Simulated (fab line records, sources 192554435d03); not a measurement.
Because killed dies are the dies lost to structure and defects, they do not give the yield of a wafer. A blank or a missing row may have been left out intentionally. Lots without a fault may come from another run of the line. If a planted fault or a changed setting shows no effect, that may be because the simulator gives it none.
What tool caused it?	flow n5-finfet	26 wafers from 9 lots sampled at 4 of the route's 1938 steps

== WHAT THE GAUGES SHOWED, per wafer ==
N5_BEOL_M1_OVL_MEAS_12.
lot	measured	on	M1_OVL (nm)
L730	day 6 00:50	overlay-02	0.0 -0.4 0.0
L734	day 7 05:30	overlay-01	0.6 0.7 -0.4
L736	day 7 14:08	overlay-02	-0.6 -0.6 -0.1
L741	day 9 01:48	overlay-02	0.3 0.1
L743	day 9 11:48	overlay-01	-0.2 0.2 1.0
L744	day 9 16:11	overlay-02	11.9 11.8 12.8
L748	day 10 11:30	overlay-01	13.0 12.3 13.2
L750	day 11 03:43	overlay-01	-0.2 0.4 0.3
L752	day 11 11:38	overlay-01	1.1 1.3 1.0

== TOOL THAT RAN EACH LOT (tool first, then ch and the chambers of the sampled wafers, then the start) ==
lot	N5_BEOL_M0_SURFACE_TREAT_137	N5_BEOL_M0_ANNEAL_135	N5_BEOL_M1_EXPOSE_08
L730	pvd-sputter-01, day 5 20:39	pvd-sputter-02, day 5 22:57	euv-scanner-02 ch 0, day 6 00:41
L734	pvd-sputter-03, day 7 00:58	pvd-sputter-02, day 7 01:29	euv-scanner-02 ch 0, day 7 05:21
L736	pvd-sputter-03, day 7 09:26	pvd-sputter-01, day 7 10:01	euv-scanner-01 ch 0, day 7 13:58
L741	pvd-sputter-01, day 8 22:06	pvd-sputter-01, day 8 22:37	euv-scanner-01 ch 0, day 9 01:38
L743	pvd-sputter-01, day 9 03:58	pvd-sputter-01, day 9 06:14	euv-scanner-02 ch 0, day 9 11:38
L744	pvd-sputter-02, day 9 12:34	pvd-sputter-01, day 9 13:04	euv-scanner-01 ch 0, day 9 16:02
L748	pvd-sputter-01, day 10 08:24	pvd-sputter-01, day 10 09:01	euv-scanner-01 ch 0, day 10 11:20
L750	pvd-sputter-03, day 11 00:53	pvd-sputter-03, day 11 01:29	euv-scanner-02 ch 0, day 11 03:33
L752	pvd-sputter-01, day 11 09:01	pvd-sputter-03, day 11 09:44	euv-scanner-02 ch 0, day 11 11:29
- N5_BEOL_M0_SURFACE_TREAT_137
- N5_BEOL_M0_ANNEAL_135: time 60 s.
- N5_BEOL_M1_EXPOSE_08: exposes mask M1.

== THE ANSWER, worked out from the rows above alone ==
Rule: usual is defined by the lots themselves. The widest of any qualifying gaps counts: lots, ordered by their means at a reading, are off when they make up no more than a third of the lots, leave a main group of 4 or more, and stand apart from it by 3 or more times the standard deviation of that group's means. Not used: any main group whose means are identical at the precision the tables above print for the reading. Also off: a lot with no number at a reading for which 4 or more lots have one. The other lots that the step has rows for count as sound.
Off: at N5_BEOL_M1_OVL_MEAS_12 (M1_OVL), L744, L748. For the main group the mean is 0.2 nm and the standard deviation 0.45.
A tool fits if, at a process step before that reading, it ran every lot that is off, and no sound lot after the first of them. Gauges at N5_BEOL_M1_OVL_MEAS_12: tried the same way as those tools. Can't be told from this: 2 tools fit, pvd-sputter-01 at N5_BEOL_M0_ANNEAL_135, euv-scanner-01 at N5_BEOL_M1_EXPOSE_08.

== WHAT THE SIMULATOR HAD PUT IN ==
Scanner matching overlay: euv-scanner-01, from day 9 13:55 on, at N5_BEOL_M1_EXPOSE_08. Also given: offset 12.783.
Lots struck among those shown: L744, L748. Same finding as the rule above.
